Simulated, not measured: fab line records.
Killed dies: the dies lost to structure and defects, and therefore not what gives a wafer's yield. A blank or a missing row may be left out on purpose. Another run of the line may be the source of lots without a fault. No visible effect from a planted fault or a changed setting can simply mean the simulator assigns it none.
Problem report, 8D (eight disciplines) form, completed by code || flow n5Finfet || the parts of the form that need people (team, actions taken, sign-off) are left out

## 1. PROBLEM STATEMENT
runLengthS at N5_BEOL_M15_COAT_60 reads a mean of 63.11 s on 9 wafers of 3 lots; wafers without a fault read 66.35 s with a standard deviation of 0.15. That puts it -22 standard deviations away from the usual mean.
The step: time 60 s, resist thk 89 nm.
Earliest sighting: wafer L884.1 on lithoTrack-01 at day 13 11:23. The record has a number at this step for 30 wafers belonging to 10 lots. Rule for "out" (also "out of limits"): further than 4 standard deviations from the usual mean. The other wafers with a number count as sound.

## 2. WHAT IT IS, WHAT IT ISN'T
{"question": "which readings at this step", "is": "runLengthS, heaterPowerTotalW", "is not": "spinSpeedRpm"}
{"question": "which lots", "is": "L884, L886, L888", "is not": "L876, L887, L894, L895, L896, L897, L898"}
{"question": "which wafers of those lots", "is": "all that have a number", "is not": "-"}
{"question": "read on which tools", "is": "lithoTrack-01", "is not": "lithoTrack-03"}
{"question": "when", "is": "from day 13 11:23", "is not": "up to then (3 sound wafers); but 18 sound wafers of L887, L894, L895, L896, L897, L898 came after"}

## 3. THE SUSPECTS, EACH WITH WHAT RULES IT OUT
Counting: a tool stays on the suspect list if, at a process step up to the reading, it processed all lots that are out and no sound lot following the first of them.
- rieDiel-02 at N5_BEOL_M15_VIA_ETCH_16 (etches SiO2 in C4F8/O2/Ar, target depth 1792.2 nm): ruled out as a lasting fault. The sound lots L894, L897 went through it after L884, its earliest lot that is out (day 13 10:19).
- rieDiel-02 at N5_BEOL_M15_STRIP_64 (strips in O2): ruled out as a lasting fault. The sound lots L894, L897 went through it after L884, its earliest lot that is out (day 13 11:23). N5_BEOL_M15_STRIP_64: start missing for some lots; hours and lot order therefore follow N5_BEOL_M15_COAT_60.
- lithoTrack-01 at N5_BEOL_M15_COAT_60 (time 60 s, resist thk 89 nm): ruled out as a lasting fault. The sound lots L894, L897, L898 went through it after L884, its earliest lot that is out (day 13 11:23).
Left after counting: nothing in the record.

## 4. THE CAUSE (what the simulator had put in)
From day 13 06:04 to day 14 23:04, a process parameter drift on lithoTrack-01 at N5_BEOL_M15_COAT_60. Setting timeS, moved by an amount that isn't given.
Counting ruled it out, wrongly.

## 5. THE CHAIN OF EFFECTS, in route order
One row per reading whose mean, taken over the struck wafers that have a number, lies over 3 standard deviations from the usual. Readings are gone through only where the record gives a usual standard deviation; hours: the median, over the lots, of the time from a lot's start at the first step in this table giving one to that lot's start at this step; sigmas: the change measured in usual standard deviations.
{"hours": 0, "step": "N5_BEOL_M15_COAT_60", "reading": "heaterPowerTotalW", "usual": "391.9 W", "on struck wafers": 405.7, "change": "+13.8", "sigmas": "+11"}
{"hours": 0, "step": "N5_BEOL_M15_COAT_60", "reading": "runLengthS", "usual": "66.35 s", "on struck wafers": 63.11, "change": -3.24, "sigmas": -22}
It contains these process steps:
- N5_BEOL_M15_COAT_60: time 60 s, resist thk 89 nm.

## 6. WHAT WOULD HAVE CAUGHT IT SOONER
In this record no reading fell out of limits until day 13 11:23, 5 hours after the fault had begun at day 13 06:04.
